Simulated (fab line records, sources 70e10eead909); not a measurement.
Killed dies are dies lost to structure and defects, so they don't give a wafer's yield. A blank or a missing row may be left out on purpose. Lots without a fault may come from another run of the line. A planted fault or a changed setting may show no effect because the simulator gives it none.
Which tool did it? | flow nand_harc | 14 lots, 42 wafers sampled, at 5 steps of a route of 1302

WHAT THE GAUGES READ, wafer by wafer
NHARC_A_CHANNEL_HOLE_D1_INSPECT_12.
lot  | measured     | on                | raw_defect_count
L651 | day 8 05:38  | defect_inspect-02 | 9 3 7
L652 | day 9 02:27  | defect_inspect-01 | 3 3 3
L653 | day 9 11:47  | defect_inspect-02 | 3 9 1
L654 | day 9 13:02  | defect_inspect-02 | 8 13 9
L655 | day 10 05:32 | defect_inspect-02 | 6 7 9
L656 | day 10 12:12 | defect_inspect-02 | 1 3 4
L657 | day 10 23:59 | defect_inspect-02 | 5 11 7
L659 | day 11 17:29 | defect_inspect-02 | 8 6 8
L660 | day 12 08:56 | defect_inspect-01 | 9 5 2
L661 | day 12 14:33 | defect_inspect-02 | 8 8 7
L664 | day 13 20:24 | defect_inspect-02 | 6 5 5
L666 | day 14 10:03 | defect_inspect-01 | 4 4 3
L668 | day 15 02:23 | defect_inspect-01 | 6 6 10
L667 | day 15 02:46 | defect_inspect-01 | 1 6 5

NHARC_A_CHANNEL_HOLE_D1_CD_MEAS_18.
lot  | measured     | on        | cd_nm (nm)
L651 | day 8 09:05  | cd_sem-02 | 96 94 97
L652 | day 9 03:37  | cd_sem-02 | 101 97 101
L653 | day 9 12:58  | cd_sem-03 | 104 97 100
L654 | day 9 14:13  | cd_sem-01 | 97 105 99
L655 | day 10 06:42 | cd_sem-03 | 100 99 101
L656 | day 10 13:22 | cd_sem-02 | 99 93 98
L657 | day 11 01:10 | cd_sem-03 | 99 95 99
L659 | day 11 18:39 | cd_sem-02 | 95 101 94
L660 | day 12 10:07 | cd_sem-01 | 96 97 95
L661 | day 12 15:43 | cd_sem-03 | 99 95 96
L664 | day 13 21:34 | cd_sem-02 | 105 108 103
L666 | day 14 11:14 | cd_sem-03 | 103 103 104
L668 | day 15 03:34 | cd_sem-01 | 97 102 96
L667 | day 15 03:56 | cd_sem-03 | 98 98 105

NHARC_A_CHANNEL_HOLE_D1_CD_MEAS_30.
lot  | measured     | on        | cd_nm (nm)
L651 | day 8 17:57  | cd_sem-01 | 87.5 89.4 91.6
L652 | day 9 13:08  | cd_sem-02 | 90.2 91.5 89.5
L653 | day 9 18:32  | cd_sem-01 | 89.8 92.1 90.0
L654 | day 9 19:49  | cd_sem-02 | 91.6 89.1 91.1
L655 | day 10 12:19 | cd_sem-01 | 90.1 92.6 89.2
L656 | day 10 20:40 | cd_sem-03 | 89.0 88.9 90.5
L657 | day 11 08:25 | cd_sem-03 | 92.1 91.3 92.2
L659 | day 12 02:25 | cd_sem-02 | 89.0 88.7 87.0
L660 | day 12 17:41 | cd_sem-03 | 90.7 90.5 88.4
L661 | day 13 02:01 | cd_sem-03 | 87.3 90.5 90.0
L664 | day 14 05:15 | cd_sem-03 | 90.8 89.7 89.7
L666 | day 14 17:46 | cd_sem-03 | 0.0 0.9 0.4
L668 | day 15 10:08 | cd_sem-01 | 0.1 -0.2 -0.1
L667 | day 15 12:47 | cd_sem-03 | 91.4 89.5 91.0

WHICH TOOL RAN EACH LOT (tool, then ch and the chambers of the sampled wafers, then the start)
lot  | NHARC_A_CHANNEL_HOLE_D1_DEP_01  | NHARC_A_CHANNEL_HOLE_D1_ETCH_25
L651 | pecvd-04 ch 0,1,2, day 8 04:49  | har_etch-01 ch 0,1, day 8 15:28
L652 | pecvd-01 ch 0,1, day 9 01:44    | har_etch-01 ch 0,1, day 9 10:31
L653 | pecvd-03 ch 0,2, day 9 11:04    | har_etch-02 ch 0,1, day 9 15:55
L654 | pecvd-03 ch 0,1,2, day 9 12:16  | har_etch-01 ch 0,1, day 9 17:29
L655 | pecvd-03 ch 1,2, day 10 04:43   | har_etch-02 ch 0,1, day 10 09:41
L656 | pecvd-03 ch 1,2, day 10 11:22   | har_etch-02 ch 0,1, day 10 18:02
L657 | pecvd-03 ch 0,1,2, day 10 23:09 | har_etch-02 ch 0,1, day 11 05:47
L659 | pecvd-03 ch 0,2, day 11 16:38   | har_etch-01 ch 0,1, day 11 23:48
L660 | pecvd-03 ch 0,1,2, day 12 08:13 | har_etch-02 ch 0,1, day 12 13:16
L661 | pecvd-01 ch 0,1,2, day 12 13:52 | har_etch-02 ch 1, day 12 23:23
L664 | pecvd-03 ch 0,2, day 13 19:41   | har_etch-01 ch 0,1, day 14 02:46
L666 | pecvd-03 ch 0,1, day 14 09:13   | har_etch-01 ch 0,1, day 14 15:35
L668 | pecvd-04 ch 1,2, day 15 01:40   | har_etch-02 ch 0,1, day 15 07:26
L667 | pecvd-03 ch 0,1,2, day 15 01:55 | har_etch-01 ch 0,1, day 15 10:19
- NHARC_A_CHANNEL_HOLE_D1_DEP_01: deposits SiON, target thk 140 nm.
- NHARC_A_CHANNEL_HOLE_D1_ETCH_25: etches the open film in C4F8/O2/Ar, time 1040.2 s, target depth 1500 nm.

WHAT THE TOOLS THEMSELVES READ (means of the sampled wafers that have a number; where no wafer has one, the mark that the record gives instead)
NHARC_A_CHANNEL_HOLE_D1_DEP_01.
lot  | tool     | heater_power_w (W) | showerhead_vpp_V (V)
L651 | pecvd-04 | 817                | 1175
L652 | pecvd-01 | 740                | 1150
L653 | pecvd-03 | 756                | 1202
L654 | pecvd-03 | 752                | 1165
L655 | pecvd-03 | 768                | 1155
L656 | pecvd-03 | 728                | 1120
L657 | pecvd-03 | 766                | 1167
L659 | pecvd-03 | 711                | 1211
L660 | pecvd-03 | 767                | 1162
L661 | pecvd-01 | 782                | 1146
L664 | pecvd-03 | 678                | 1195
L666 | pecvd-03 | 749                | 1188
L668 | pecvd-04 | 839                | 1129
L667 | pecvd-03 | 733                | 1173

NHARC_A_CHANNEL_HOLE_D1_ETCH_25.
lot  | tool        | c4f8_flow_sccm (sccm) | chamber_pressure_mTorr (mTorr) | drypump_motor_current_A (A) | showerhead_plenum_p_Torr (Torr) | temp_c (C) | throttle_valve_pct (%)
L651 | har_etch-01 | 94.06                 | 19.996                         | 6.3                         | 3.73                            | -19.95     | 32.234
L652 | har_etch-01 | 93.94                 | 20.006                         | 6.3                         | 3.72                            | -19.96     | 32.248
L653 | har_etch-02 | 93.43                 | 20.015                         | 5.7                         | 3.66                            | -19.95     | 32.242
L654 | har_etch-01 | 93.71                 | 20.006                         | 5.8                         | 3.72                            | -20.04     | 32.235
L655 | har_etch-02 | 93.82                 | 20.008                         | 5.3                         | 3.70                            | -19.98     | 32.234
L656 | har_etch-02 | 93.89                 | 20.015                         | 5.3                         | 3.70                            | -19.99     | 32.247
L657 | har_etch-02 | 93.84                 | 20.010                         | 5.7                         | 3.65                            | -19.98     | 32.234
L659 | har_etch-01 | 94.01                 | 20.013                         | 6.3                         | 3.70                            | -19.95     | 32.238
L660 | har_etch-02 | 93.99                 | 19.990                         | 5.3                         | 3.68                            | -20.16     | 32.233
L661 | har_etch-02 | 94.03                 | 20.002                         | 6.2                         | 3.59                            | -20.18     | 32.236
L664 | har_etch-01 | 93.93                 | 20.002                         | 6.3                         | 3.69                            | -19.90     | 32.231
L666 | har_etch-01 | -                     | -                              | -                           | -                               | -          | -
L668 | har_etch-02 | -                     | -                              | -                           | -                               | -          | -
L667 | har_etch-01 | 93.96                 | 19.990                         | 5.9                         | 3.68                            | -19.95     | 32.237

THE ANSWER, worked out from the rows above alone
Rule: what is usual is taken from the lots themselves. Put in order of their means at a reading, lots are off if they are a third of the lots or fewer, leave a main group of 4 or more, and stand apart from it by a gap of 3 or more times the standard deviation of the main group's means; of several such gaps the widest counts. A main group whose means are all the same, to the digits that the tables above print for the reading, isn't used. A lot without any number at a reading at which 4 lots or more have one is off too. The other lots that the step has rows for count as sound. The gauges are gone through in route order, then the tools' own readings, and for those a lot's mean is taken as printed above. The first step at which some lot is off is used, and at that step the reading that is off furthest; a lot without a number counts as furthest.
Off: L666, L668, at NHARC_A_CHANNEL_HOLE_D1_CD_MEAS_30 (cd_nm). The main group: mean 90.1 nm, standard deviation 0.88.
A tool fits if, at a process step before that reading, it ran every lot that is off, and no sound lot after the first of them. The gauges at NHARC_A_CHANNEL_HOLE_D1_CD_MEAS_30 aren't tried: what is off there is off at NHARC_A_CHANNEL_HOLE_D1_ETCH_25 too, on other tools, and a gauge's error can't cause that. None of those tried fits.

WHAT THE SIMULATOR HAD PUT IN
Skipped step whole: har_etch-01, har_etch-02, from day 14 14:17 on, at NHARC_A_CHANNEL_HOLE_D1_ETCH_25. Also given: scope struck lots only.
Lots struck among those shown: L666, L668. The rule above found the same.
